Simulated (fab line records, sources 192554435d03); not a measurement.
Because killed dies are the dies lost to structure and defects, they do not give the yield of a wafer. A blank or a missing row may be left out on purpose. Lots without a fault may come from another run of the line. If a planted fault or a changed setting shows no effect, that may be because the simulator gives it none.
Problem report, 8D (eight disciplines) form, completed by code ; flow n5 finfet ; the parts of the form that need people (team, actions taken, sign-off) are left out

## 1. WHAT IS WRONG
raw defect count at N5_BEOL_M3_INSPECT_59 reads a mean of 1016 on 6 wafers of 2 lots; wafers without a fault read 62 with a standard deviation of 20. Relative to the usual mean, that is a shift of +48 standard deviations.
The step: inspects for defects (darkfield).
First seen on wafer L478.1, day 11 14:09, on defect inspect-01. At this step, 27 wafers from 9 lots have a number in the record. The rule behind "out" and "out of limits": a value lying over 4 standard deviations away from the usual mean. All remaining wafers that have a number are taken as sound.

## 2. WHAT IT IS, AND WHAT IT ISN'T
question;is;is not
which readings at this step;raw defect count;-
which lots;L477, L478;L462, L464, L466, L467, L472, L483, L484
which wafers of those lots;all that have a number;-
read on which gauges;defect inspect-01, defect inspect-02;-
when;from day 11 14:09;"up to then (15 sound wafers); but 6 sound wafers of L483, L484 came after"

## 3. WHAT RULES OUT EACH SUSPECT
Counting: any tool at a process step up to the reading is kept as a suspect provided that every lot that is out went through it and no sound lot did after the first of them.
- the gauge at N5_BEOL_M3_INSPECT_59 is ruled out. Those wafers that are out were read across 2 gauges (defect inspect-01, defect inspect-02).
- pecvd-03 at N5_BEOL_M3_DEP_57 (deposits SiCN from 3MS/NH3, target thk 8 nm, time 14 s): kept. It processed each lot that is out, first L478 at day 11 14:03, and no sound lot thereafter; up to then, the last sound lot it processed was L464 at day 8 03:12.
The count leaves pecvd-03 at N5_BEOL_M3_DEP_57.

## 4. THE CAUSE (what the simulator had put in)
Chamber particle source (pecvd-03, N5_BEOL_M3_DEP_57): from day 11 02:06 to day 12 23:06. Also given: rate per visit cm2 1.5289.
Only this tool survived the counting.

## 5. SEQUENCE OF EFFECTS, ordered by route
Each row: a reading whose mean over the struck wafers that have a number lies more than 3 standard deviations from the usual. Scope: only readings with a usual standard deviation given in the record; hours: median across lots of the time from each lot's start at the first step in this table that gives one to its start at this step; sigmas: change in usual standard deviations.
hours;step;reading;usual;on struck wafers;change;sigmas
0;N5_BEOL_M3_INSPECT_59;raw defect count;62;1016;+954;+48
3;N5_BEOL_M4_INSPECT_13;raw defect count;362;1256;+894;+12
120;N5_PASSIVATION_PROBE_49;defect limited yield;91.5 %;81.7;-9.8;-7.0
120;N5_PASSIVATION_PROBE_49;killed_at_M0_to_M3;33;152;+119;+12
120;N5_PASSIVATION_PROBE_49;killed dies;100;216;+116;+7.3
120;N5_PASSIVATION_PROBE_49;sort_bin_5_function;5.0 %;11.1;+6.1;+6.2
120;N5_PASSIVATION_PROBE_49;sort n pass;1080;964;-116;-7.3
120;N5_PASSIVATION_PROBE_49;sort yield pct;91.5 %;81.7;-9.8;-7.0
The process steps in it:
- N5_PASSIVATION_PROBE_49
Later steps that measure or inspect, where all struck wafers having a row at the step show a number for every such reading and not one has moved that far: N5_BEOL_M4_RC_MEAS_101.

## 6. HOW IT WOULD HAVE BEEN CAUGHT EARLIER
Counted from the fault's start at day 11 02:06, it took 12 hours until the first out-of-limits reading at a measuring or inspecting step in this record, taken at day 11 14:09.
No tool reading at N5_BEOL_M3_DEP_57 that has a usual standard deviation in the record was out on any struck wafer, so an alarm limit of 4 standard deviations on those readings would not have fired.
Of the lots that are out (2), L477 began N5_BEOL_M3_DEP_57 on pecvd-03 after day 11 14:09. A hold on the tool at that time would have spared it.
